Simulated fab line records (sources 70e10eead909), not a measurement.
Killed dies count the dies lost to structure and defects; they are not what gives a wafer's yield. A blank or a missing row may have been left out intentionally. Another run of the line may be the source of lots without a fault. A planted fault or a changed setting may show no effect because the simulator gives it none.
Matching of chambers + flow nand harc + ald metal-01 running NHARC_A_CONTACT_ALD_18: 4 sister chambers
The step deposits TiN, target thk 3 nm, pulse time 1 s, ald cycles 150. 18 wafers are shown with their chamber, then 9 later ones without.

## WAFERS PAIRED WITH THEIR CHAMBERS
| wafer  | chamber | heater power w (W) | precursor pulse height rel |
|--------|---------|--------------------|----------------------------|
| L075.1 | 3       | 1176               | 0.995                      |
| L075.3 | 2       | 1019               | 0.997                      |
| L075.5 | 2       | 987                | 1.032                      |
| L077.2 | 1       | 1089               | 0.995                      |
| L077.4 | 3       | 1135               | 0.989                      |
| L077.5 | 3       | 1153               | 1.001                      |
| L078.2 | 0       | 1079               | 0.989                      |
| L078.4 | 2       | 1025               | 0.975                      |
| L078.5 | 2       | 1007               | 0.982                      |
| L080.1 | 1       | 1101               | 0.994                      |
| L080.5 | 2       | 1012               | 0.986                      |
| L080.6 | 3       | 1154               | 1.023                      |
| L079.1 | 2       | 1005               | 0.983                      |
| L079.2 | 0       | 1097               | 1.006                      |
| L079.6 | 3       | 1173               | 1.028                      |
| L088.1 | 2       | 1012               | 1.025                      |
| L088.3 | 3       | 1156               | 0.983                      |
| L088.4 | 0       | 1081               | 0.966                      |

SIGNATURES, as means of the wafers listed above
| reading                    | chamber 0 | chamber 1 | chamber 2 | chamber 3 | scatter within a chamber |
|----------------------------|-----------|-----------|-----------|-----------|--------------------------|
| heater power w             | 1085.67   | 1095.00   | 1009.57   | 1157.83   | 12.7                     |
| precursor pulse height rel | 0.98700   | 0.99450   | 0.99714   | 1.00317   | 0.0199                   |
Rule: a wafer's distance from a chamber is the root of the sum, over the readings, of the square of ((its reading less the chamber's mean) divided by the reading's scatter). If the next closest chamber is less than 2 further off than the closest, the wafer can't be placed; otherwise it belongs to the closest. The scatter: the root of (the sum of the squares of (reading less its chamber's mean) over the shown wafers, divided by (wafers less chambers)).

## WAFERS WHOSE CHAMBER IS MISSING
| wafer  | heater power w (W) | precursor pulse height rel |
|--------|--------------------|----------------------------|
| L089.2 | 1004               | 0.987                      |
| L089.4 | 1100               | 0.964                      |
| L089.5 | 1020               | 1.038                      |
| L091.1 | 1092               | 1.005                      |
| L091.4 | 1001               | 1.007                      |
| L091.5 | 1011               | 0.985                      |
| L095.2 | 993                | 0.989                      |
| L095.4 | 980                | 1.028                      |
| L095.6 | 1100               | 1.015                      |

## THE CHAMBER EACH PASSED THROUGH
| wafer  | from the rows above     | in truth                   |
|--------|-------------------------|----------------------------|
| L089.2 | 2                       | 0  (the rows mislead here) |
| L089.4 | can't be placed: 1 or 0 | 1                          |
| L089.5 | 2                       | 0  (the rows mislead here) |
| L091.1 | can't be placed: 1 or 0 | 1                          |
| L091.4 | 2                       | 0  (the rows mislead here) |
| L091.5 | 2                       | 2                          |
| L095.2 | 2                       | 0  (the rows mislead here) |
| L095.4 | 2                       | 2                          |
| L095.6 | can't be placed: 1 or 0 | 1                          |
2 of 9 placed correctly. These rows do not allow placing 3 (true chamber among the candidates in 3). Wrongly placed: 4.
